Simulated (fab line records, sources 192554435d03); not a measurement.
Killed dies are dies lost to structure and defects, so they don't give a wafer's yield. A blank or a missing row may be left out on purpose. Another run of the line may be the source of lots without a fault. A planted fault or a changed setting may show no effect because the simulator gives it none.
Which of the tools did it? / flow n5_finfet / 72 wafers from 24 lots sampled at 5 of the route's 1938 steps

== WHAT EACH GAUGE READ, for each wafer ==
N5_MOL_CONTACT_COAG_CD_MEAS_101: target cd 16 nm. Usual: cd_nm 15.9 nm, standard deviation 0.47.
lot=L074; measured=day 5 06:54; on=cd_sem-03; cd_nm (nm)=15.8 16.3 16.0; flag=
lot=L075; measured=day 5 10:02; on=cd_sem-02; cd_nm (nm)=15.7 16.2 15.9; flag=
lot=L076; measured=day 5 18:50; on=cd_sem-01; cd_nm (nm)=15.8 16.6 16.4; flag=
lot=L077; measured=day 6 01:55; on=cd_sem-03; cd_nm (nm)=16.2 16.0 16.6; flag=
lot=L078; measured=day 6 02:15; on=cd_sem-01; cd_nm (nm)=15.7 16.0 16.6; flag=
lot=L079; measured=day 6 12:45; on=cd_sem-01; cd_nm (nm)=16.2 16.7 15.9; flag=
lot=L080; measured=day 6 16:54; on=cd_sem-01; cd_nm (nm)=16.0 15.8 15.1; flag=
lot=L081; measured=day 6 23:19; on=cd_sem-01; cd_nm (nm)=16.3 15.9 16.4; flag=
lot=L082; measured=day 7 10:02; on=cd_sem-03; cd_nm (nm)=15.7 15.7 15.5; flag=
lot=L083; measured=day 7 10:38; on=cd_sem-01; cd_nm (nm)=15.8 16.6 16.6; flag=
lot=L084; measured=day 8 00:20; on=cd_sem-01; cd_nm (nm)=15.9 15.9 15.9; flag=
lot=L085; measured=day 8 00:39; on=cd_sem-01; cd_nm (nm)=15.0 16.5 15.6; flag=
lot=L086; measured=day 8 04:13; on=cd_sem-01; cd_nm (nm)=16.2 15.5 15.7; flag=
lot=L087; measured=day 8 09:59; on=cd_sem-01; cd_nm (nm)=15.8 15.4 15.6; flag=
lot=L088; measured=day 8 18:34; on=cd_sem-02; cd_nm (nm)=15.8 16.8 15.7; flag=
lot=L089; measured=day 8 23:53; on=cd_sem-01; cd_nm (nm)=15.8 15.7 16.2; flag=
lot=L090; measured=day 9 04:37; on=cd_sem-01; cd_nm (nm)=15.5 16.3 16.0; flag=
lot=L091; measured=day 9 11:25; on=cd_sem-03; cd_nm (nm)=15.2 15.1 15.8; flag=
lot=L092; measured=day 9 14:23; on=cd_sem-03; cd_nm (nm)=14.8 15.1 15.3; flag=
lot=L093; measured=day 9 23:42; on=cd_sem-01; cd_nm (nm)=15.8 15.5 15.8; flag=
lot=L094; measured=day 10 05:56; on=cd_sem-02; cd_nm (nm)=15.4 16.3 16.7; flag=
lot=L095; measured=day 10 16:32; on=cd_sem-01; cd_nm (nm)=16.1 16.1 16.3; flag=
lot=L096; measured=day 10 19:08; on=cd_sem-01; cd_nm (nm)=16.4 15.9 15.6; flag=
lot=L097; measured=day 11 05:01; on=cd_sem-03; cd_nm (nm)=15.8 16.4 15.5; flag=

N5_BEOL_M0_SAQP_CD_MEAS_14: target cd 42.5 nm. Usual: cd_nm 42.6 nm, standard deviation 0.52.
lot=L074; measured=day 5 13:13; on=cd_sem-02; cd_nm (nm)=42.6 43.0 42.8; flag=
lot=L075; measured=day 5 16:47; on=cd_sem-03; cd_nm (nm)=43.0 43.1 43.3; flag=
lot=L076; measured=day 6 01:48; on=cd_sem-01; cd_nm (nm)=42.3 42.3 42.2; flag=
lot=L077; measured=day 6 07:58; on=cd_sem-02; cd_nm (nm)=41.8 42.1 41.8; flag=
lot=L078; measured=day 6 10:45; on=cd_sem-03; cd_nm (nm)=41.9 42.3 42.1; flag=
lot=L079; measured=day 6 17:55; on=cd_sem-03; cd_nm (nm)=43.1 43.6 43.1; flag=
lot=L080; measured=day 6 22:29; on=cd_sem-02; cd_nm (nm)=41.4 42.1 41.8; flag=
lot=L081; measured=day 7 04:36; on=cd_sem-01; cd_nm (nm)=41.9 41.8 42.5; flag=
lot=L082; measured=day 7 16:26; on=cd_sem-03; cd_nm (nm)=42.5 42.9 42.1; flag=
lot=L083; measured=day 7 18:16; on=cd_sem-01; cd_nm (nm)=42.4 43.4 43.1; flag=
lot=L084; measured=day 8 05:29; on=cd_sem-01; cd_nm (nm)=42.7 42.5 42.3; flag=
lot=L085; measured=day 8 08:47; on=cd_sem-01; cd_nm (nm)=42.7 42.9 42.9; flag=
lot=L086; measured=day 8 12:35; on=cd_sem-03; cd_nm (nm)=42.7 43.3 43.2; flag=
lot=L087; measured=day 8 15:08; on=cd_sem-02; cd_nm (nm)=42.5 43.4 43.3; flag=
lot=L088; measured=day 9 01:22; on=cd_sem-01; cd_nm (nm)=42.9 42.9 43.4; flag=
lot=L089; measured=day 9 05:41; on=cd_sem-03; cd_nm (nm)=42.2 41.8 42.8; flag=
lot=L090; measured=day 9 10:08; on=cd_sem-01; cd_nm (nm)=42.3 42.3 42.2; flag=
lot=L091; measured=day 9 16:55; on=cd_sem-01; cd_nm (nm)=42.2 42.5 42.3; flag=
lot=L092; measured=day 9 20:37; on=cd_sem-02; cd_nm (nm)=43.0 43.1 42.5; flag=
lot=L093; measured=day 10 05:49; on=cd_sem-02; cd_nm (nm)=41.8 42.6 41.8; flag=
lot=L094; measured=day 10 11:59; on=cd_sem-03; cd_nm (nm)=42.7 43.2 42.9; flag=
lot=L095; measured=day 10 22:02; on=cd_sem-02; cd_nm (nm)=42.9 42.2 42.8; flag=
lot=L096; measured=day 11 00:54; on=cd_sem-01; cd_nm (nm)=42.1 41.7 41.7; flag=
lot=L097; measured=day 11 11:02; on=cd_sem-03; cd_nm (nm)=42.1 42.5 43.1; flag=

== WHAT TOOL EACH LOT RAN ON (gives the tool, then ch and the chambers of the sampled wafers, and finally the start) ==
lot=L074; N5_MOL_CONTACT_COAG_ALD_131=ald_sin-01 ch 0,2,3, day 5 04:55; N5_MOL_CONTACT_COAG_ETCH_67=rie_diel-04 ch 0,1,3, day 5 06:26; N5_BEOL_M0_SAQP_PECVD_04=pecvd-03 ch 1,2, day 5 12:45
lot=L075; N5_MOL_CONTACT_COAG_ALD_131=ald_sin-04 ch 0,2, day 5 07:25; N5_MOL_CONTACT_COAG_ETCH_67=rie_diel-02 ch 0,2,3, day 5 09:34; N5_BEOL_M0_SAQP_PECVD_04=pecvd-03 ch 0,1,2, day 5 16:17
lot=L076; N5_MOL_CONTACT_COAG_ALD_131=ald_sin-04 ch 0,2,3, day 5 16:41; N5_MOL_CONTACT_COAG_ETCH_67=rie_diel-02 ch 0,2, day 5 18:22; N5_BEOL_M0_SAQP_PECVD_04=pecvd-02 ch 1,2, day 6 01:21
lot=L077; N5_MOL_CONTACT_COAG_ALD_131=ald_sin-03 ch 0,1,2, day 5 23:47; N5_MOL_CONTACT_COAG_ETCH_67=rie_diel-01 ch 0,2,3, day 6 01:26; N5_BEOL_M0_SAQP_PECVD_04=pecvd-02 ch 0,1, day 6 07:23
lot=L078; N5_MOL_CONTACT_COAG_ALD_131=ald_sin-04 ch 2,3, day 6 00:04; N5_MOL_CONTACT_COAG_ETCH_67=rie_diel-04 ch 1,3, day 6 01:46; N5_BEOL_M0_SAQP_PECVD_04=pecvd-02 ch 0,2, day 6 10:18
lot=L079; N5_MOL_CONTACT_COAG_ALD_131=ald_sin-03 ch 0,2, day 6 10:38; N5_MOL_CONTACT_COAG_ETCH_67=rie_diel-04 ch 2,3, day 6 12:17; N5_BEOL_M0_SAQP_PECVD_04=pecvd-03 ch 0,1,2, day 6 17:28
lot=L080; N5_MOL_CONTACT_COAG_ALD_131=ald_sin-01 ch 0,1, day 6 14:51; N5_MOL_CONTACT_COAG_ETCH_67=rie_diel-02 ch 0,2,3, day 6 16:25; N5_BEOL_M0_SAQP_PECVD_04=pecvd-03 ch 0,1,2, day 6 22:02
lot=L081; N5_MOL_CONTACT_COAG_ALD_131=ald_sin-03 ch 0,1,3, day 6 21:16; N5_MOL_CONTACT_COAG_ETCH_67=rie_diel-04 ch 0,1, day 6 22:51; N5_BEOL_M0_SAQP_PECVD_04=pecvd-03 ch 0,2, day 7 04:09
lot=L082; N5_MOL_CONTACT_COAG_ALD_131=ald_sin-04 ch 0,2,3, day 7 07:52; N5_MOL_CONTACT_COAG_ETCH_67=rie_diel-02 ch 0,2,3, day 7 09:33; N5_BEOL_M0_SAQP_PECVD_04=pecvd-01 ch 0,1, day 7 15:52
lot=L083; N5_MOL_CONTACT_COAG_ALD_131=ald_sin-03 ch 0,1,2, day 7 08:37; N5_MOL_CONTACT_COAG_ETCH_67=rie_diel-04 ch 0,1,3, day 7 10:10; N5_BEOL_M0_SAQP_PECVD_04=pecvd-02 ch 0,1, day 7 17:41
lot=L084; N5_MOL_CONTACT_COAG_ALD_131=ald_sin-01 ch 2,3, day 7 21:52; N5_MOL_CONTACT_COAG_ETCH_67=rie_diel-04 ch 2,3, day 7 23:50; N5_BEOL_M0_SAQP_PECVD_04=pecvd-01 ch 0,1,2, day 8 04:56
lot=L085; N5_MOL_CONTACT_COAG_ALD_131=ald_sin-01 ch 2,3, day 7 22:02; N5_MOL_CONTACT_COAG_ETCH_67=rie_diel-04 ch 0,1, day 8 00:11; N5_BEOL_M0_SAQP_PECVD_04=pecvd-03 ch 1,2, day 8 08:19
lot=L086; N5_MOL_CONTACT_COAG_ALD_131=ald_sin-01 ch 0,3, day 8 01:48; N5_MOL_CONTACT_COAG_ETCH_67=rie_diel-01 ch 0,2,3, day 8 03:44; N5_BEOL_M0_SAQP_PECVD_04=pecvd-01 ch 1,2, day 8 12:07
lot=L087; N5_MOL_CONTACT_COAG_ALD_131=ald_sin-04 ch 0,3, day 8 08:00; N5_MOL_CONTACT_COAG_ETCH_67=rie_diel-02 ch 2,3, day 8 09:31; N5_BEOL_M0_SAQP_PECVD_04=pecvd-01 ch 0,1, day 8 14:33
lot=L088; N5_MOL_CONTACT_COAG_ALD_131=ald_sin-04 ch 0,2,3, day 8 16:02; N5_MOL_CONTACT_COAG_ETCH_67=rie_diel-01 ch 0,1,2, day 8 17:55; N5_BEOL_M0_SAQP_PECVD_04=pecvd-02 ch 0,2, day 9 00:46
lot=L089; N5_MOL_CONTACT_COAG_ALD_131=ald_sin-01 ch 1,3, day 8 21:38; N5_MOL_CONTACT_COAG_ETCH_67=rie_diel-04 ch 1,2,3, day 8 23:25; N5_BEOL_M0_SAQP_PECVD_04=pecvd-01 ch 0,1, day 9 05:13
lot=L090; N5_MOL_CONTACT_COAG_ALD_131=ald_sin-04 ch 0,2, day 9 02:34; N5_MOL_CONTACT_COAG_ETCH_67=rie_diel-01 ch 0,2,3, day 9 04:08; N5_BEOL_M0_SAQP_PECVD_04=pecvd-01 ch 0,1, day 9 09:41
lot=L091; N5_MOL_CONTACT_COAG_ALD_131=ald_sin-01 ch 0,1,3, day 9 08:55; N5_MOL_CONTACT_COAG_ETCH_67=rie_diel-01 ch 1,2,3, day 9 10:56; N5_BEOL_M0_SAQP_PECVD_04=pecvd-03 ch 0,1,2, day 9 16:29
lot=L092; N5_MOL_CONTACT_COAG_ALD_131=ald_sin-01 ch 0,1,2, day 9 12:14; N5_MOL_CONTACT_COAG_ETCH_67=rie_diel-02 ch 0,1,3, day 9 13:55; N5_BEOL_M0_SAQP_PECVD_04=pecvd-02 ch 0,2, day 9 20:02
lot=L093; N5_MOL_CONTACT_COAG_ALD_131=ald_sin-01 ch 0,1,3, day 9 21:14; N5_MOL_CONTACT_COAG_ETCH_67=rie_diel-01 ch 1,2,3, day 9 23:14; N5_BEOL_M0_SAQP_PECVD_04=pecvd-01 ch 0,1,2, day 10 05:14
lot=L094; N5_MOL_CONTACT_COAG_ALD_131=ald_sin-04 ch 0,3, day 10 03:56; N5_MOL_CONTACT_COAG_ETCH_67=rie_diel-02 ch 1,2,3, day 10 05:28; N5_BEOL_M0_SAQP_PECVD_04=pecvd-03 ch 1,2, day 10 11:25
lot=L095; N5_MOL_CONTACT_COAG_ALD_131=ald_sin-01 ch 0,1, day 10 14:02; N5_MOL_CONTACT_COAG_ETCH_67=rie_diel-02 ch 0,1,3, day 10 16:04; N5_BEOL_M0_SAQP_PECVD_04=pecvd-03 ch 0,1,2, day 10 21:29
lot=L096; N5_MOL_CONTACT_COAG_ALD_131=ald_sin-03 ch 0,2,3, day 10 16:30; N5_MOL_CONTACT_COAG_ETCH_67=rie_diel-01 ch 0,2,3, day 10 18:39; N5_BEOL_M0_SAQP_PECVD_04=pecvd-01 ch 0,2, day 11 00:26
lot=L097; N5_MOL_CONTACT_COAG_ALD_131=ald_sin-03 ch 0,3, day 11 02:56; N5_MOL_CONTACT_COAG_ETCH_67=rie_diel-02 ch 1,3, day 11 04:32; N5_BEOL_M0_SAQP_PECVD_04=pecvd-03 ch 0,1,2, day 11 10:35
- N5_MOL_CONTACT_COAG_ALD_131: deposits SiO2, target thk 5 nm, pulse time 1 s, co reactant pulse time 1 s.
- N5_MOL_CONTACT_COAG_ETCH_67: etches SOC in N2/H2, target depth 60 nm, overetch 21 nm, time 101.2 s.
- N5_BEOL_M0_SAQP_PECVD_04: deposits a-Si from SiH4/He, target thk 60 nm, time 60.2 s.

== WHAT THE TOOLS THEMSELVES READ (means of the sampled wafers that have a number; where no wafer has one, the mark that the record gives instead) ==
N5_MOL_CONTACT_COAG_ALD_131. Usual: heater_power_w 79 W, standard deviation 5.6; precursor_pulse_height_rel 0.997, standard deviation 0.02.
lot=L074; tool=ald_sin-01; heater_power_w (W)=78; precursor_pulse_height_rel=0.984; flag=
lot=L075; tool=ald_sin-04; heater_power_w (W)=73; precursor_pulse_height_rel=1.001; flag=
lot=L076; tool=ald_sin-04; heater_power_w (W)=75; precursor_pulse_height_rel=1.001; flag=
lot=L077; tool=ald_sin-03; heater_power_w (W)=87; precursor_pulse_height_rel=1.004; flag=
lot=L078; tool=ald_sin-04; heater_power_w (W)=73; precursor_pulse_height_rel=1.010; flag=
lot=L079; tool=ald_sin-03; heater_power_w (W)=85; precursor_pulse_height_rel=1.003; flag=
lot=L080; tool=ald_sin-01; heater_power_w (W)=77; precursor_pulse_height_rel=1.006; flag=
lot=L081; tool=ald_sin-03; heater_power_w (W)=87; precursor_pulse_height_rel=1.003; flag=
lot=L082; tool=ald_sin-04; heater_power_w (W)=74; precursor_pulse_height_rel=0.995; flag=
lot=L083; tool=ald_sin-03; heater_power_w (W)=87; precursor_pulse_height_rel=1.010; flag=
lot=L084; tool=ald_sin-01; heater_power_w (W)=77; precursor_pulse_height_rel=0.994; flag=
lot=L085; tool=ald_sin-01; heater_power_w (W)=79; precursor_pulse_height_rel=0.979; flag=
lot=L086; tool=ald_sin-01; heater_power_w (W)=83; precursor_pulse_height_rel=0.983; flag=
lot=L087; tool=ald_sin-04; heater_power_w (W)=77; precursor_pulse_height_rel=0.996; flag=
lot=L088; tool=ald_sin-04; heater_power_w (W)=75; precursor_pulse_height_rel=0.995; flag=
lot=L089; tool=ald_sin-01; heater_power_w (W)=81; precursor_pulse_height_rel=1.004; flag=
lot=L090; tool=ald_sin-04; heater_power_w (W)=74; precursor_pulse_height_rel=1.002; flag=
lot=L091; tool=ald_sin-01; heater_power_w (W)=81; precursor_pulse_height_rel=0.991; flag=
lot=L092; tool=ald_sin-01; heater_power_w (W)=78; precursor_pulse_height_rel=1.006; flag=
lot=L093; tool=ald_sin-01; heater_power_w (W)=79; precursor_pulse_height_rel=0.985; flag=
lot=L094; tool=ald_sin-04; heater_power_w (W)=76; precursor_pulse_height_rel=1.002; flag=
lot=L095; tool=ald_sin-01; heater_power_w (W)=78; precursor_pulse_height_rel=0.997; flag=
lot=L096; tool=ald_sin-03; heater_power_w (W)=83; precursor_pulse_height_rel=0.987; flag=
lot=L097; tool=ald_sin-03; heater_power_w (W)=83; precursor_pulse_height_rel=0.986; flag=

N5_MOL_CONTACT_COAG_ETCH_67. Usual: drypump_motor_current_A 5.6 A, standard deviation 0.43; oes_product_au 0.66 a.u., standard deviation 0.047; rf_vpp_V 523.5 V, standard deviation 2.6; showerhead_plenum_p_Torr 2.54 Torr, standard deviation 0.095; throttle_valve_pct 17.87 %, standard deviation 0.17.
lot=L074; tool=rie_diel-04; drypump_motor_current_A (A)=5.7; oes_product_au (a.u.)=0.63; rf_vpp_V (V)=523.1; showerhead_plenum_p_Torr (Torr)=2.54; throttle_valve_pct (%)=17.83; flag=
lot=L075; tool=rie_diel-02; drypump_motor_current_A (A)=5.6; oes_product_au (a.u.)=0.71; rf_vpp_V (V)=524.5; showerhead_plenum_p_Torr (Torr)=2.59; throttle_valve_pct (%)=17.86; flag=
lot=L076; tool=rie_diel-02; drypump_motor_current_A (A)=5.9; oes_product_au (a.u.)=0.68; rf_vpp_V (V)=525.4; showerhead_plenum_p_Torr (Torr)=2.62; throttle_valve_pct (%)=17.86; flag=
lot=L077; tool=rie_diel-01; drypump_motor_current_A (A)=5.8; oes_product_au (a.u.)=0.66; rf_vpp_V (V)=522.8; showerhead_plenum_p_Torr (Torr)=2.49; throttle_valve_pct (%)=17.82; flag=
lot=L078; tool=rie_diel-04; drypump_motor_current_A (A)=5.7; oes_product_au (a.u.)=0.63; rf_vpp_V (V)=525.7; showerhead_plenum_p_Torr (Torr)=2.61; throttle_valve_pct (%)=17.81; flag=
lot=L079; tool=rie_diel-04; drypump_motor_current_A (A)=5.0; oes_product_au (a.u.)=0.73; rf_vpp_V (V)=526.0; showerhead_plenum_p_Torr (Torr)=2.63; throttle_valve_pct (%)=17.99; flag=
lot=L080; tool=rie_diel-02; drypump_motor_current_A (A)=5.6; oes_product_au (a.u.)=0.69; rf_vpp_V (V)=524.6; showerhead_plenum_p_Torr (Torr)=2.59; throttle_valve_pct (%)=17.89; flag=
lot=L081; tool=rie_diel-04; drypump_motor_current_A (A)=5.7; oes_product_au (a.u.)=0.64; rf_vpp_V (V)=522.7; showerhead_plenum_p_Torr (Torr)=2.51; throttle_valve_pct (%)=17.80; flag=
lot=L082; tool=rie_diel-02; drypump_motor_current_A (A)=5.6; oes_product_au (a.u.)=0.69; rf_vpp_V (V)=525.6; showerhead_plenum_p_Torr (Torr)=2.58; throttle_valve_pct (%)=17.90; flag=
lot=L083; tool=rie_diel-04; drypump_motor_current_A (A)=5.7; oes_product_au (a.u.)=0.62; rf_vpp_V (V)=523.2; showerhead_plenum_p_Torr (Torr)=2.53; throttle_valve_pct (%)=17.86; flag=
lot=L084; tool=rie_diel-04; drypump_motor_current_A (A)=5.1; oes_product_au (a.u.)=0.72; rf_vpp_V (V)=526.1; showerhead_plenum_p_Torr (Torr)=2.63; throttle_valve_pct (%)=18.01; flag=
lot=L085; tool=rie_diel-04; drypump_motor_current_A (A)=5.6; oes_product_au (a.u.)=0.61; rf_vpp_V (V)=521.2; showerhead_plenum_p_Torr (Torr)=2.46; throttle_valve_pct (%)=17.91; flag=
lot=L086; tool=rie_diel-01; drypump_motor_current_A (A)=5.8; oes_product_au (a.u.)=0.65; rf_vpp_V (V)=522.7; showerhead_plenum_p_Torr (Torr)=2.49; throttle_valve_pct (%)=17.84; flag=
lot=L087; tool=rie_diel-02; drypump_motor_current_A (A)=5.2; oes_product_au (a.u.)=0.69; rf_vpp_V (V)=526.1; showerhead_plenum_p_Torr (Torr)=2.65; throttle_valve_pct (%)=17.99; flag=
lot=L088; tool=rie_diel-01; drypump_motor_current_A (A)=5.9; oes_product_au (a.u.)=0.65; rf_vpp_V (V)=522.5; showerhead_plenum_p_Torr (Torr)=2.47; throttle_valve_pct (%)=17.63; flag=
lot=L089; tool=rie_diel-04; drypump_motor_current_A (A)=5.4; oes_product_au (a.u.)=0.67; rf_vpp_V (V)=525.1; showerhead_plenum_p_Torr (Torr)=2.60; throttle_valve_pct (%)=17.91; flag=
lot=L090; tool=rie_diel-01; drypump_motor_current_A (A)=5.8; oes_product_au (a.u.)=0.64; rf_vpp_V (V)=521.6; showerhead_plenum_p_Torr (Torr)=2.48; throttle_valve_pct (%)=17.86; flag=
lot=L091; tool=rie_diel-01; drypump_motor_current_A (A)=5.6; oes_product_au (a.u.)=0.65; rf_vpp_V (V)=521.8; showerhead_plenum_p_Torr (Torr)=2.49; throttle_valve_pct (%)=17.74; flag=
lot=L092; tool=rie_diel-02; drypump_motor_current_A (A)=5.4; oes_product_au (a.u.)=0.66; rf_vpp_V (V)=523.2; showerhead_plenum_p_Torr (Torr)=2.53; throttle_valve_pct (%)=17.89; flag=
lot=L093; tool=rie_diel-01; drypump_motor_current_A (A)=5.6; oes_product_au (a.u.)=0.65; rf_vpp_V (V)=522.4; showerhead_plenum_p_Torr (Torr)=2.48; throttle_valve_pct (%)=17.75; flag=
lot=L094; tool=rie_diel-02; drypump_motor_current_A (A)=5.3; oes_product_au (a.u.)=0.66; rf_vpp_V (V)=525.4; showerhead_plenum_p_Torr (Torr)=2.62; throttle_valve_pct (%)=17.96; flag=
lot=L095; tool=rie_diel-02; drypump_motor_current_A (A)=5.4; oes_product_au (a.u.)=0.66; rf_vpp_V (V)=522.7; showerhead_plenum_p_Torr (Torr)=2.52; throttle_valve_pct (%)=17.90; flag=
lot=L096; tool=rie_diel-01; drypump_motor_current_A (A)=5.8; oes_product_au (a.u.)=0.63; rf_vpp_V (V)=522.1; showerhead_plenum_p_Torr (Torr)=2.48; throttle_valve_pct (%)=17.89; flag=
lot=L097; tool=rie_diel-02; drypump_motor_current_A (A)=5.0; oes_product_au (a.u.)=0.66; rf_vpp_V (V)=523.9; showerhead_plenum_p_Torr (Torr)=2.59; throttle_valve_pct (%)=17.99; flag=

N5_BEOL_M0_SAQP_PECVD_04. Usual: heater_power_w 574 W, standard deviation 56; showerhead_plenum_p_Torr 5.657 Torr, standard deviation 0.03; throttle_valve_pct 18.6 %, standard deviation 1.3.
lot=L074; tool=pecvd-03; heater_power_w (W)=545; showerhead_plenum_p_Torr (Torr)=5.678; throttle_valve_pct (%)=17.3; flag=
lot=L075; tool=pecvd-03; heater_power_w (W)=588; showerhead_plenum_p_Torr (Torr)=5.676; throttle_valve_pct (%)=18.2; flag=
lot=L076; tool=pecvd-02; heater_power_w (W)=549; showerhead_plenum_p_Torr (Torr)=5.633; throttle_valve_pct (%)=19.2; flag=
lot=L077; tool=pecvd-02; heater_power_w (W)=530; showerhead_plenum_p_Torr (Torr)=5.627; throttle_valve_pct (%)=19.9; flag=
lot=L078; tool=pecvd-02; heater_power_w (W)=591; showerhead_plenum_p_Torr (Torr)=5.629; throttle_valve_pct (%)=18.9; flag=
lot=L079; tool=pecvd-03; heater_power_w (W)=577; showerhead_plenum_p_Torr (Torr)=5.681; throttle_valve_pct (%)=18.3; flag=
lot=L080; tool=pecvd-03; heater_power_w (W)=565; showerhead_plenum_p_Torr (Torr)=5.674; throttle_valve_pct (%)=18.2; flag=
lot=L081; tool=pecvd-03; heater_power_w (W)=604; showerhead_plenum_p_Torr (Torr)=5.686; throttle_valve_pct (%)=17.3; flag=
lot=L082; tool=pecvd-01; heater_power_w (W)=548; showerhead_plenum_p_Torr (Torr)=5.678; throttle_valve_pct (%)=19.5; flag=
lot=L083; tool=pecvd-02; heater_power_w (W)=514; showerhead_plenum_p_Torr (Torr)=5.624; throttle_valve_pct (%)=19.8; flag=
lot=L084; tool=pecvd-01; heater_power_w (W)=588; showerhead_plenum_p_Torr (Torr)=5.647; throttle_valve_pct (%)=18.6; flag=
lot=L085; tool=pecvd-03; heater_power_w (W)=560; showerhead_plenum_p_Torr (Torr)=5.688; throttle_valve_pct (%)=17.2; flag=
lot=L086; tool=pecvd-01; heater_power_w (W)=526; showerhead_plenum_p_Torr (Torr)=5.630; throttle_valve_pct (%)=18.5; flag=
lot=L087; tool=pecvd-01; heater_power_w (W)=644; showerhead_plenum_p_Torr (Torr)=5.658; throttle_valve_pct (%)=18.6; flag=
lot=L088; tool=pecvd-02; heater_power_w (W)=608; showerhead_plenum_p_Torr (Torr)=5.652; throttle_valve_pct (%)=18.4; flag=
lot=L089; tool=pecvd-01; heater_power_w (W)=641; showerhead_plenum_p_Torr (Torr)=5.656; throttle_valve_pct (%)=18.7; flag=
lot=L090; tool=pecvd-01; heater_power_w (W)=577; showerhead_plenum_p_Torr (Torr)=5.682; throttle_valve_pct (%)=19.4; flag=
lot=L091; tool=pecvd-03; heater_power_w (W)=576; showerhead_plenum_p_Torr (Torr)=5.674; throttle_valve_pct (%)=18.5; flag=
lot=L092; tool=pecvd-02; heater_power_w (W)=599; showerhead_plenum_p_Torr (Torr)=5.637; throttle_valve_pct (%)=19.1; flag=
lot=L093; tool=pecvd-01; heater_power_w (W)=582; showerhead_plenum_p_Torr (Torr)=5.643; throttle_valve_pct (%)=18.7; flag=
lot=L094; tool=pecvd-03; heater_power_w (W)=547; showerhead_plenum_p_Torr (Torr)=5.670; throttle_valve_pct (%)=18.4; flag=
lot=L095; tool=pecvd-03; heater_power_w (W)=586; showerhead_plenum_p_Torr (Torr)=5.680; throttle_valve_pct (%)=18.5; flag=
lot=L096; tool=pecvd-01; heater_power_w (W)=550; showerhead_plenum_p_Torr (Torr)=5.620; throttle_valve_pct (%)=17.7; flag=
lot=L097; tool=pecvd-03; heater_power_w (W)=569; showerhead_plenum_p_Torr (Torr)=5.673; throttle_valve_pct (%)=18.5; flag=

== THE ANSWER, worked out from the rows above alone ==
Rule: take the mean of a lot's wafers that have a number; if it is more than 3 standard deviations from the usual mean, the lot is off. A lot without any number at a reading at which 4 lots or more have one is off too. Where the step has rows for the other lots, those lots are counted as sound. First the gauges in route order, then the tools' own readings, where a lot's mean is used as printed above. The first step at which some lot is off is used, and at that step the reading that is off furthest; a lot without a number counts as furthest.
Across all readings shown, no lot is off: no conclusion can be drawn from this.

== WHAT THE SIMULATOR PUT IN ==
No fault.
